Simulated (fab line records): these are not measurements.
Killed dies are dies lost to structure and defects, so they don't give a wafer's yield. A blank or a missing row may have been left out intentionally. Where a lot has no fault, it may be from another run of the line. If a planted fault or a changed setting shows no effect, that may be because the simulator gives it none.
fab line records + flow n5_finfet
record
- lots=7
- wafers=21
route steps=1938 shown BEOL_M2@857 BEOL_M3@958 BEOL_M4@1023 BEOL_M5@1161 BEOL_M6@1221
start_h: start of the lot's first displayed wafer, in hours after the record's first day + wait_h: time in hours since the lot's previous step + " as in the row above + L1.1+2: several wafers, shown together as one row + - no value, or no start was given + * or withheld: withheld + < > ~ a bound
route shown NAME@n: NAME is a module with steps in the file, n the number in the route of the first one + usual: mean/standard deviation of fault-free wafers + same: alike in all rows + chamber/n: place in a boat + sites: the reading at each site + _std_site: their standard deviation + _edge_site: inner sites' mean taken away from outer sites' mean + radius_mm: how far each site lies from the wafer's centre + mask NAME#n: copy n + behind: tool/chamber where the wafer was last shaped + hold: the reason the lot was held/the length of the hold in hours/how it ended + device: which transistor (n, p or np) failed to switch + end of line: the same wafers' tests at the end of the route + a step given without rows: its recipe and nothing more + killed: the dies lost at the first sort to structure and to defects; this is not the yield of the wafer + map: dies across one wafer; x = killed, . = not, _ = none there
set.NAME: the setting as run; set.NAME@STEP: as run at that earlier step + model.NAME: the simulator's own value behind a step, which no gauge read
lots run with intentionally changed settings; tables by step, rows by wafer
## steps
# step N5_BEOL_M2_DESCUM_16
# recipe
- chemistry=O2
- time_s=7
- source_power_w=50
- bias_power_w=20
- pressure_mtorr=20
- rf_frequency_hz=2.712e+07
- temp_c=40
- resist=CAR-EUV
- o2_flow_sccm=225
| lot.wafer | tool        | chamber | start_h | wait_h | set.time_s | model.CAR-EUV_of_BEOL_M2_COAT_05.thk_nm |
|-----------|-------------|---------|---------|--------|------------|-----------------------------------------|
| L074.2    | rie_diel-01 | 3       | 131.36  | 0.1    | 8.19       | 25.4                                    |
| L074.3    | "           | 0       | "       | "      | 7          | 25.8                                    |
| L074.6    | "           | 3       | "       | "      | 7          | 26                                      |
| L075.3    | rie_diel-05 | 2       | 143.42  | 0.6    | 7          | 26.4                                    |
| L075.4    | "           | 1       | "       | "      | 7          | 26.2                                    |
| L075.6    | "           | 3       | "       | "      | 5.753      | 26.8                                    |
| L083.3    | rie_diel-01 | 0       | 185.16  | 0.0    | 7          | 26                                      |
| L083.4+5  | "           | 2,3     | "       | "      | 7.965      | 25.6                                    |
| L087.4+6  | rie_diel-05 | 1,2     | 218.40  | 0.2    | 5.462      | 26.8                                    |
| L087.5    | "           | 1       | "       | "      | 7          | 26.2                                    |
| L086.1    | rie_diel-05 | 3       | 219.78  | 0.1    | 7          | 25.8                                    |
| L086.2    | "           | 2       | "       | "      | 7          | 26.2                                    |
| L086.4    | "           | 1       | "       | "      | 7          | 26                                      |
| L091.2+3  | rie_diel-05 | 1,3     | 234.89  | 0.3    | 6.316      | 26.4                                    |
| L091.5    | "           | 1       | "       | "      | 7          | 26                                      |
| L093.3    | rie_diel-01 | 1       | 246.02  | 0.4    | 7          | 26.2                                    |
| L093.5+6  | "           | 0,1     | "       | "      | 7          | 26                                      |
# step N5_BEOL_M2_ETCH_74
# recipe
- chemistry=N2/H2
- target=underlayer
- target_depth_a=65
- mask_material=CAR-EUV
- time_s=5.2
- ion_energy_ev=200
- pressure_mtorr=30
- source_w=840
- bias_w=150
- n2_flow_sccm=200
- h2_flow_sccm=200
- ends=cleared
| lot.wafer | tool        | chamber | start_h | wait_h | set.dose_mj@BEOL_M2_EXPOSE_08 | model.BEOL_M2.cd_offset_nm |
|-----------|-------------|---------|---------|--------|-------------------------------|----------------------------|
| L074.2    | rie_diel-01 | 3       | 131.40  | 0.0    | 41.25                         | 0.4                        |
| L074.3+6  | "           | 0,3     | "       | "      | 40.12                         | -0.4                       |
| L075.3    | rie_diel-05 | 2       | 143.45  | 0.0    | 39.83                         | -0.6                       |
| L075.4    | "           | 1       | "       | "      | 41.25                         | -0.2                       |
| L075.6    | "           | 3       | "       | "      | 39.83                         | -0.8                       |
| L083.3    | rie_diel-01 | 0       | 185.20  | 0.0    | 40.26                         | -0.4                       |
| L083.4+5  | "           | 2,3     | "       | "      | 41.25                         | 0.2                        |
| L087.4    | rie_diel-05 | 1       | 218.44  | 0.0    | 40.06                         | -1                         |
| L087.5    | "           | 1       | "       | "      | 40.06                         | -0.6                       |
| L087.6    | "           | 2       | "       | "      | 41.25                         | 0                          |
| L086.1    | rie_diel-05 | 3       | 219.81  | 0.0    | 41.25                         | 0.2                        |
| L086.2    | "           | 2       | "       | "      | 39.23                         | -0.8                       |
| L086.4    | "           | 1       | "       | "      | 41.25                         | 0                          |
| L091.2    | rie_diel-05 | 1       | 234.92  | 0.0    | 39.49                         | -1.2                       |
| L091.3    | "           | 3       | "       | "      | 41.25                         | 0                          |
| L091.5    | "           | 1       | "       | "      | 39.49                         | -1                         |
| L093.3    | rie_diel-01 | 1       | 246.06  | 0.0    | 41.25                         | 0.2                        |
| L093.5+6  | "           | 0,1     | "       | "      | 41.25                         | 0                          |
# step N5_BEOL_M2_ETCH_63
# recipe
- chemistry=CF4
- target=SiARC
- target_depth_a=156
- mask_material=CAR-EUV
- time_s=26
- ion_energy_ev=80
- pressure_mtorr=40
- source_w=545
- bias_w=36
- Ar_flow_sccm=100
- cf4_flow_sccm=100
- ends=cleared
# step N5_BEOL_M2_ETCH_64
# recipe
- chemistry=N2/H2
- target=SOC
- target_depth_a=750
- overetch_a=225
- mask_material=SiARC
- temp_c=40
- time_s=121.9
- ion_energy_ev=200
- pressure_mtorr=30
- source_w=840
- bias_w=150
- n2_flow_sccm=200
- h2_flow_sccm=200
| lot.wafer | tool        | chamber | start_h | wait_h | set.dose_mj@BEOL_M2_EXPOSE_08 | model.BEOL_M2.cd_offset_nm |
|-----------|-------------|---------|---------|--------|-------------------------------|----------------------------|
| L074.2    | rie_diel-01 | 3       | 131.44  | 0.0    | 41.25                         | 0.6                        |
| L074.3    | "           | 0       | "       | "      | 40.12                         | -0.6                       |
| L074.6    | "           | 3       | "       | "      | 40.12                         | -0.2                       |
| L075.3    | rie_diel-05 | 2       | 143.50  | 0.0    | 39.83                         | -0.6                       |
| L075.4    | "           | 1       | "       | "      | 41.25                         | 0                          |
| L075.6    | "           | 3       | "       | "      | 39.83                         | -0.8                       |
| L083.3    | rie_diel-01 | 0       | 185.24  | 0.0    | 40.26                         | -0.2                       |
| L083.4+5  | "           | 2,3     | "       | "      | 41.25                         | 0.2                        |
| L087.4    | rie_diel-05 | 1       | 218.48  | 0.0    | 40.06                         | -0.8                       |
| L087.5    | "           | 1       | "       | "      | 40.06                         | -0.6                       |
| L087.6    | "           | 2       | "       | "      | 41.25                         | 0                          |
| L086.1    | rie_diel-05 | 3       | 219.86  | 0.0    | 41.25                         | 0.2                        |
| L086.2    | "           | 2       | "       | "      | 39.23                         | -1                         |
| L086.4    | "           | 1       | "       | "      | 41.25                         | -0.2                       |
| L091.2    | rie_diel-05 | 1       | 234.97  | 0.0    | 39.49                         | -1.2                       |
| L091.3    | "           | 3       | "       | "      | 41.25                         | 0                          |
| L091.5    | "           | 1       | "       | "      | 39.49                         | -1                         |
| L093.3    | rie_diel-01 | 1       | 246.10  | 0.0    | 41.25                         | 0.2                        |
| L093.5+6  | "           | 0,1     | "       | "      | 41.25                         | 0                          |
# step N5_BEOL_M2_STRIP_65
# recipe
- chemistry=N2/H2
- temp_c=40
- n2_flow_sccm=200
- h2_flow_sccm=200
- rf_frequency_hz=6e+07
# step N5_BEOL_M2_STRIP_75
# recipe
- chemistry=N2/H2
- temp_c=40
- n2_flow_sccm=200
- h2_flow_sccm=200
- rf_frequency_hz=6e+07
# step N5_BEOL_M2_HM_OPEN_17
# recipe
- chemistry=Cl2/BCl3
- target_depth_a=200
- overetch_a=60
- target=TiN
- mask_material=SOC
- ion_energy_ev=150
- pressure_mtorr=10
- icp_w=1000
- bias_w=126
- Cl2_flow_sccm=53.25
- bcl3_flow_sccm=21.75
- Ar_flow_sccm=25
# step N5_BEOL_M2_STRIP_19
# recipe
- chemistry=O2
- power_w=400
- temp_c=40
- pressure_mtorr=30
- rf_frequency_hz=6e+07
- bias_power_w=0
- overash_fraction=0.2
- o2_flow_sccm=225
# step N5_BEOL_M2_CD_MEAS_18
# recipe
- pitch_nm=36
- target_cd_nm=18
# usual
- cd_nm=18.0/0.32
| lot.wafer | tool      | chamber | start_h | wait_h | set.dose_mj@BEOL_M2_EXPOSE_08 | cd_nm |
|-----------|-----------|---------|---------|--------|-------------------------------|-------|
| L074.2    | cd_sem-01 | -       | 131.88  | 0.1    | 41.25                         | 18.2  |
| L074.3    | "         | -       | "       | "      | 40.12                         | 17.3  |
| L074.6    | "         | -       | "       | "      | 40.12                         | 17.3  |
| L075.3    | cd_sem-02 | -       | 144.04  | 0.1    | 39.83                         | 17.0  |
| L075.4    | "         | -       | "       | "      | 41.25                         | 17.9  |
| L075.6    | "         | -       | "       | "      | 39.83                         | 17.3  |
| L083.3    | cd_sem-02 | -       | 185.60  | 0.1    | 40.26                         | 17.5  |
| L083.4    | "         | -       | "       | "      | 41.25                         | 17.8  |
| L083.5    | "         | -       | "       | "      | 41.25                         | 18.1  |
| L087.4    | cd_sem-01 | -       | 218.93  | 0.0    | 40.06                         | 17.4  |
| L087.5    | "         | -       | "       | "      | 40.06                         | 17.3  |
| L087.6    | "         | -       | "       | "      | 41.25                         | 18.1  |
| L086.1    | cd_sem-01 | -       | 220.33  | 0.0    | 41.25                         | 18.0  |
| L086.2    | "         | -       | "       | "      | 39.23                         | 16.6  |
| L086.4    | "         | -       | "       | "      | 41.25                         | 17.4  |
| L091.2    | cd_sem-03 | -       | 235.32  | 0.1    | 39.49                         | 16.9  |
| L091.3    | "         | -       | "       | "      | 41.25                         | 17.9  |
| L091.5    | "         | -       | "       | "      | 39.49                         | 16.9  |
| L093.3    | cd_sem-01 | -       | 246.72  | 0.1    | 41.25                         | 18.3  |
| L093.5    | "         | -       | "       | "      | 41.25                         | 18.1  |
| L093.6    | "         | -       | "       | "      | 41.25                         | 18.1  |
# step N5_BEOL_M2_COAT_67
# recipe
- resist=SOC
- temp_c=250
- time_s=60
- spin_rpm=1500
- resist_thk_nm=60
# step N5_BEOL_M2_COAT_68
# recipe
- resist=SiARC
- temp_c=220
- time_s=60
- spin_rpm=1500
- resist_thk_nm=12
# step N5_BEOL_M2_PRECLEAN_42
# recipe
- chemistry=residue_remover
- time_s=60
- temp_c=40
# step N5_BEOL_M2_SRD_43
# recipe
- time_s=30
- temp_c=23
- rinse_liquid=diw
- dry=ipa_marangoni
# step N5_BEOL_M2_CD_MEAS_35
# recipe
- target_cd_nm=18
- target_cd_y_nm=22.2
- polarity=opening
# usual
- cd_nm=18.1/0.32
| lot.wafer | tool      | chamber | start_h | wait_h | set.dose_mj@BEOL_M2_EXPOSE_08 | cd_nm |
|-----------|-----------|---------|---------|--------|-------------------------------|-------|
| L074.2    | cd_sem-03 | -       | 146.90  | 0.0    | 41.25                         | 18.1  |
| L074.3    | "         | -       | "       | "      | 40.12                         | 17.4  |
| L074.6    | "         | -       | "       | "      | 40.12                         | 17.3  |
| L075.3    | cd_sem-01 | -       | 146.97  | 0.0    | 39.83                         | 17.1  |
| L075.4    | "         | -       | "       | "      | 41.25                         | 17.8  |
| L075.6    | "         | -       | "       | "      | 39.83                         | 17.5  |
| L083.3    | cd_sem-01 | -       | 191.59  | 0.0    | 40.26                         | 17.8  |
| L083.4    | "         | -       | "       | "      | 41.25                         | 18.4  |
| L083.5    | "         | -       | "       | "      | 41.25                         | 18.2  |
| L087.4    | cd_sem-01 | -       | 220.85  | 0.0    | 40.06                         | 17.3  |
| L087.5    | "         | -       | "       | "      | 40.06                         | 17.5  |
| L087.6    | "         | -       | "       | "      | 41.25                         | 18.4  |
| L086.1    | cd_sem-01 | -       | 225.63  | 0.0    | 41.25                         | 18.2  |
| L086.2    | "         | -       | "       | "      | 39.23                         | 16.7  |
| L086.4    | "         | -       | "       | "      | 41.25                         | 17.5  |
| L091.2    | cd_sem-02 | -       | 238.31  | 0.0    | 39.49                         | 17.0  |
| L091.3    | "         | -       | "       | "      | 41.25                         | 17.7  |
| L091.5    | "         | -       | "       | "      | 39.49                         | 17.0  |
| L093.3    | cd_sem-02 | -       | 250.02  | 0.0    | 41.25                         | 18.2  |
| L093.5    | "         | -       | "       | "      | 41.25                         | 18.4  |
| L093.6    | "         | -       | "       | "      | 41.25                         | 18.2  |
# step N5_BEOL_M3_COAT_68
# recipe
- resist=SiARC
- temp_c=220
- time_s=60
- spin_rpm=1500
- resist_thk_nm=12
| lot.wafer  | tool           | chamber | start_h | wait_h | set.spin_rpm | model.SiARC_of_BEOL_M3_COAT_68.thk_nm |
|------------|----------------|---------|---------|--------|--------------|---------------------------------------|
| L074.2+3   | litho_track-02 | 0       | -       | -      | 1543         | 11.8                                  |
| L074.6     | "              | 0       | "       | "      | 1500         | 12                                    |
| L075.3+4+6 | litho_track-04 | 0       | -       | -      | 1500         | 12                                    |
| L083.3+4   | litho_track-02 | 0       | -       | -      | 1500         | 12                                    |
| L083.5     | "              | 0       | "       | "      | 1550         | 11.8                                  |
| L087.4     | litho_track-04 | 0       | -       | -      | 1425         | 12.4                                  |
| L087.5+6   | "              | 0       | "       | "      | 1500         | 12                                    |
| L086.1+4   | litho_track-02 | 0       | -       | -      | 1500         | 12                                    |
| L086.2     | "              | 0       | "       | "      | 1605         | 11.6                                  |
| L091.2+3   | litho_track-05 | 0       | -       | -      | 1500         | 12                                    |
| L091.5     | "              | 0       | "       | "      | 1600         | 11.6                                  |
| L093.3+5+6 | litho_track-05 | 0       | -       | -      | 1500         | 12                                    |
# step N5_BEOL_M3_COAT_22
# recipe
- resist=CAR-EUV
- spin_rpm=1500
- resist_thk_nm=30
| lot.wafer  | tool           | chamber | start_h | wait_h | set.spin_rpm | model.CAR-EUV_of_BEOL_M3_COAT_22.thk_nm |
|------------|----------------|---------|---------|--------|--------------|-----------------------------------------|
| L074.2     | litho_track-02 | 0       | -       | -      | 1500         | 30                                      |
| L074.3     | "              | 0       | "       | "      | 1601         | 29                                      |
| L074.6     | "              | 0       | "       | "      | 1601         | 29.2                                    |
| L075.3+4+6 | litho_track-04 | 0       | -       | -      | 1500         | 30                                      |
| L083.3+5   | litho_track-02 | 0       | -       | -      | 1500         | 30                                      |
| L083.4     | "              | 0       | "       | "      | 1355         | 31.6                                    |
| L087.4+6   | litho_track-04 | 0       | -       | -      | 1500         | 30.2                                    |
| L087.5     | "              | 0       | "       | "      | 1500         | 30                                      |
| L086.1+2   | litho_track-02 | 0       | -       | -      | 1666         | 28.6                                    |
| L086.4     | "              | 0       | "       | "      | 1500         | 30.2                                    |
| L091.2+5   | litho_track-05 | 0       | -       | -      | 1500         | 30                                      |
| L091.3     | "              | 0       | "       | "      | 1425         | 30.8                                    |
| L093.3+5+6 | litho_track-05 | 0       | -       | -      | 1500         | 30                                      |
# step N5_BEOL_M3_EBR_24
# recipe
- solvent=PGMEA
- ebr_width_mm=1.5
# step N5_BEOL_M3_SOFTBAKE_23
# recipe
- temp_c=110
- time_s=60
- resist=CAR-EUV
# step N5_BEOL_M3_DESCUM_33
# recipe
- chemistry=O2
- time_s=7
- source_power_w=50
- bias_power_w=20
- pressure_mtorr=20
- rf_frequency_hz=2.712e+07
- temp_c=40
- resist=CAR-EUV
- o2_flow_sccm=225
| lot.wafer  | tool        | chamber | start_h | wait_h | set.spin_rpm@BEOL_M3_COAT_22 | model.CAR-EUV_of_BEOL_M3_COAT_22.thk_nm |
|------------|-------------|---------|---------|--------|------------------------------|-----------------------------------------|
| L074.2     | rie_diel-02 | 3       | 153.86  | 0.0    | 1500                         | 26.2                                    |
| L074.3     | "           | 0       | "       | "      | 1601                         | 25                                      |
| L074.6     | "           | 0       | "       | "      | 1601                         | 25.2                                    |
| L075.3+4   | rie_diel-04 | 2,0     | 153.92  | 0.0    | 1500                         | 26                                      |
| L075.6     | "           | 1       | "       | "      | 1500                         | 26.2                                    |
| L083.3     | rie_diel-06 | 2       | 199.70  | 0.0    | 1500                         | 26.2                                    |
| L083.4     | "           | 0       | "       | "      | 1355                         | 27.8                                    |
| L083.5     | "           | 0       | "       | "      | 1500                         | 26                                      |
| L087.4+5+6 | rie_diel-04 | 3,0,3   | 227.09  | 0.0    | 1500                         | 26.2                                    |
| L086.1+2   | rie_diel-02 | 1,2     | 231.12  | 0.0    | 1666                         | 24.6                                    |
| L086.4     | "           | 0       | "       | "      | 1500                         | 26.2                                    |
| L091.2+5   | rie_diel-04 | 3,1     | 246.41  | 0.0    | 1500                         | 26                                      |
| L091.3     | "           | 0       | "       | "      | 1425                         | 27                                      |
| L093.3+5   | rie_diel-06 | 2,3     | 256.65  | 0.0    | 1500                         | 26                                      |
| L093.6     | "           | 2       | "       | "      | 1500                         | 26.2                                    |
# step N5_BEOL_M3_ETCH_77
# recipe
- chemistry=N2/H2
- target=underlayer
- target_depth_a=65
- mask_material=CAR-EUV
- time_s=5.2
- ion_energy_ev=200
- pressure_mtorr=30
- source_w=840
- bias_w=150
- n2_flow_sccm=200
- h2_flow_sccm=200
- ends=cleared
# step N5_BEOL_M3_ETCH_69
# recipe
- chemistry=CF4
- target=SiARC
- target_depth_a=156
- mask_material=CAR-EUV
- time_s=26
- ion_energy_ev=80
- pressure_mtorr=40
- source_w=545
- bias_w=36
- Ar_flow_sccm=100
- cf4_flow_sccm=100
- ends=cleared
| lot.wafer | tool        | chamber | start_h | wait_h | set.spin_rpm@BEOL_M3_COAT_68 | model.etch.depth_nm |
|-----------|-------------|---------|---------|--------|------------------------------|---------------------|
| L074.2    | rie_diel-02 | 3       | 153.92  | 0.0    | 1543                         | 11.82               |
| L074.3    | "           | 0       | "       | "      | 1543                         | 11.84               |
| L074.6    | "           | 0       | "       | "      | 1500                         | 12.01               |
| L075.3    | rie_diel-04 | 2       | 153.97  | 0.0    | 1500                         | 11.98               |
| L075.4    | "           | 0       | "       | "      | 1500                         | 12.02               |
| L075.6    | "           | 1       | "       | "      | 1500                         | 11.96               |
| L083.3    | rie_diel-06 | 2       | 199.76  | 0.0    | 1500                         | 12.03               |
| L083.4    | "           | 0       | "       | "      | 1500                         | 12.06               |
| L083.5    | "           | 0       | "       | "      | 1550                         | 11.87               |
| L087.4    | rie_diel-04 | 3       | 227.14  | 0.0    | 1425                         | 12.33               |
| L087.5+6  | "           | 0,3     | "       | "      | 1500                         | 12.02               |
| L086.1    | rie_diel-02 | 1       | 231.17  | 0.0    | 1500                         | 12                  |
| L086.2    | "           | 2       | "       | "      | 1605                         | 11.57               |
| L086.4    | "           | 0       | "       | "      | 1500                         | 11.99               |
| L091.2    | rie_diel-04 | 3       | 246.46  | 0.0    | 1500                         | 12                  |
| L091.3    | "           | 0       | "       | "      | 1500                         | 11.99               |
| L091.5    | "           | 1       | "       | "      | 1600                         | 11.64               |
| L093.3    | rie_diel-06 | 2       | 256.71  | 0.0    | 1500                         | 12.01               |
| L093.5    | "           | 3       | "       | "      | 1500                         | 12                  |
| L093.6    | "           | 2       | "       | "      | 1500                         | 12.02               |
# step N5_BEOL_M4_PECVD_72
# recipe
- material=SiO2
- target_thk_a=160
- temp_c=400
- precursor=TEOS/O2
- pressure_torr=5.5
- rf_w=450
- teos_flow_sccm=53.8
- gas=O2
- flow_sccm=3000
- time_s=18
| lot.wafer  | tool     | chamber | start_h | wait_h | set.time_s | model.SiO2_of_BEOL_M4_PECVD_72.thk_nm |
|------------|----------|---------|---------|--------|------------|---------------------------------------|
| L074.2     | pecvd-04 | 2       | 159.46  | 0.0    | 16.78      | 14.6                                  |
| L074.3     | "        | 0       | "       | "      | 18         | 15.8                                  |
| L074.6     | "        | 0       | "       | "      | 16.78      | 14.8                                  |
| L075.3+4   | pecvd-04 | 0,2     | 159.94  | 0.1    | 19.51      | 17.4                                  |
| L075.6     | "        | 0       | "       | "      | 18         | 16                                    |
| L083.3     | pecvd-04 | 2       | 209.23  | 0.0    | 19.11      | 17                                    |
| L083.4     | "        | 0       | "       | "      | 19.11      | 17.4                                  |
| L083.5     | "        | 2       | "       | "      | 19.11      | 17.2                                  |
| L087.4     | pecvd-02 | 0       | 233.40  | 0.1    | 18         | 15.8                                  |
| L087.5     | "        | 1       | "       | "      | 16.35      | 14.4                                  |
| L087.6     | "        | 2       | "       | "      | 16.35      | 14.6                                  |
| L086.1     | pecvd-04 | 2       | 239.24  | 0.0    | 18         | 16.2                                  |
| L086.2     | "        | 0       | "       | "      | 18         | 16                                    |
| L086.4     | "        | 0       | "       | "      | 16.04      | 14.4                                  |
| L091.2+5   | pecvd-02 | 0       | 251.15  | 0.0    | 17.25      | 15                                    |
| L091.3     | "        | 1       | "       | "      | 18         | 15.6                                  |
| L093.3+5+6 | pecvd-04 | 0,0,2   | 265.87  | 0.0    | 18         | 16.2                                  |
# step N5_BEOL_M5_ETCH_41
# recipe
- chemistry=CH3F/O2
- target=SiCN
- target_depth_a=315
- taper_deg=2
- time_s=56.7
- ion_energy_ev=120
- mask_material=TiN
- pressure_mtorr=30
- source_w=395
- bias_w=75
- Ar_flow_sccm=150
- CH3F_flow_sccm=30
- O2_flow_sccm=20
# usual
- rf_vpp_V=297.6/1.7
| lot.wafer | tool        | chamber | start_h | wait_h | set.source_w | rf_vpp_V |
|-----------|-------------|---------|---------|--------|--------------|----------|
| L075.3    | rie_diel-02 | 2       | -       | -      | 429.2        | 288.0    |
| L075.4    | "           | 3       | "       | "      | 395          | 300.1    |
| L075.6    | "           | 1       | "       | "      | 395          | 298.2    |
| L074.2    | rie_diel-04 | 3       | -       | -      | 395          | 299.4    |
| L074.3    | "           | 1       | "       | "      | 395          | 297.3    |
| L074.6    | "           | 3       | "       | "      | 395          | 297.4    |
| L083.3    | rie_diel-04 | 1       | -       | -      | 395          | 298.1    |
| L083.4    | "           | 3       | "       | "      | 395          | 298.2    |
| L083.5    | "           | 2       | "       | "      | 356.7        | 306.2    |
| L087.4    | rie_diel-02 | 2       | -       | -      | 395          | 296.3    |
| L087.5    | "           | 0       | "       | "      | 395          | 298.9    |
| L087.6    | "           | 1       | "       | "      | 440          | 288.0    |
| L086.1    | rie_diel-02 | 2       | -       | -      | 395          | 295.1    |
| L086.2    | "           | 0       | "       | "      | 395          | 299.7    |
| L086.4    | "           | 1       | "       | "      | 395          | 298.2    |
| L091.2    | rie_diel-02 | 2       | -       | -      | 464.1        | 281.2    |
| L091.3    | "           | 1       | "       | "      | 464.1        | 284.0    |
| L091.5    | "           | 0       | "       | "      | 395          | 298.9    |
| L093.3    | rie_diel-04 | 2       | -       | -      | 395          | 297.1    |
| L093.5    | "           | 2       | "       | "      | 395          | 294.7    |
| L093.6    | "           | 3       | "       | "      | 395          | 297.4    |
# step N5_BEOL_M6_COAT_22
# recipe
- resist=CAR-EUV
- spin_rpm=1500
- resist_thk_nm=30
| lot.wafer  | tool           | chamber | start_h | wait_h | set.spin_rpm | model.CAR-EUV_of_BEOL_M6_COAT_22.thk_nm |
|------------|----------------|---------|---------|--------|--------------|-----------------------------------------|
| L075.3     | litho_track-01 | 0       | -       | -      | 1653         | 28.6                                    |
| L075.4     | "              | 0       | "       | "      | 1653         | 28.4                                    |
| L075.6     | "              | 0       | "       | "      | 1500         | 30                                      |
| L074.2+6   | litho_track-05 | 0       | -       | -      | 1500         | 30                                      |
| L074.3     | "              | 0       | "       | "      | 1368         | 31.4                                    |
| L083.3+4+5 | litho_track-04 | 0       | -       | -      | 1500         | 30                                      |
| L087.4     | litho_track-04 | 0       | -       | -      | 1500         | 30.2                                    |
| L087.5     | "              | 0       | "       | "      | 1390         | 31.2                                    |
| L087.6     | "              | 0       | "       | "      | 1390         | 31.4                                    |
| L086.1     | litho_track-04 | 0       | -       | -      | 1500         | 30                                      |
| L086.2+4   | "              | 0       | "       | "      | 1591         | 29.2                                    |
| L091.2     | litho_track-04 | 0       | -       | -      | 1367         | 31.4                                    |
| L091.3+5   | "              | 0       | "       | "      | 1500         | 30                                      |
| L093.3+5+6 | litho_track-04 | 0       | -       | -      | 1500         | 30                                      |
## key
split
- step=N5_BEOL_M2_DESCUM_16
- setting=time_s
- stated=7
- by=wafer
response
- step=N5_BEOL_M2_DESCUM_16
- reading=model.CAR-EUV_of_BEOL_M2_COAT_05.thk_nm
- change=-0.0291
- per=1%
- r=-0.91
split
- step=N5_BEOL_M3_COAT_68
- setting=spin_rpm
- stated=1500
- by=wafer
response
- step=N5_BEOL_M3_COAT_68
- reading=model.SiARC_of_BEOL_M3_COAT_68.thk_nm
- change=-0.0632
- per=1%
- r=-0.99
response
- step=N5_BEOL_M3_ETCH_69
- reading=model.etch.depth_nm
- change=-0.0577
- per=1%
- r=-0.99
split
- step=N5_BEOL_M3_COAT_22
- setting=spin_rpm
- stated=1500
- by=wafer
response
- step=N5_BEOL_M3_COAT_22
- reading=model.CAR-EUV_of_BEOL_M3_COAT_22.thk_nm
- change=-0.151
- per=1%
- r=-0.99
response
- step=N5_BEOL_M3_DESCUM_33
- reading=model.CAR-EUV_of_BEOL_M3_COAT_22.thk_nm
- change=-0.163
- per=1%
- r=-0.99
split
- step=N5_BEOL_M4_PECVD_72
- setting=time_s
- stated=18
- by=wafer
response
- step=N5_BEOL_M4_PECVD_72
- reading=model.SiO2_of_BEOL_M4_PECVD_72.thk_nm
- change=+0.155
- per=1%
- r=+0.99
split
- step=N5_BEOL_M5_ETCH_41
- setting=source_w
- stated=395
- by=wafer
response
- step=N5_BEOL_M5_ETCH_41
- reading=rf_vpp_V
- change=-0.941
- per=1%
- r=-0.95
split
- step=N5_BEOL_M6_COAT_22
- setting=spin_rpm
- stated=1500
- by=wafer
response
- step=N5_BEOL_M6_COAT_22
- reading=model.CAR-EUV_of_BEOL_M6_COAT_22.thk_nm
- change=-0.151
- per=1%
- r=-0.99
split outside_this_file step=N5_BEOL_M2_EXPOSE_08 setting=dose_mj
# split outside_this_file: this setting was split too, and the file shows its column; the key of that split is in another file
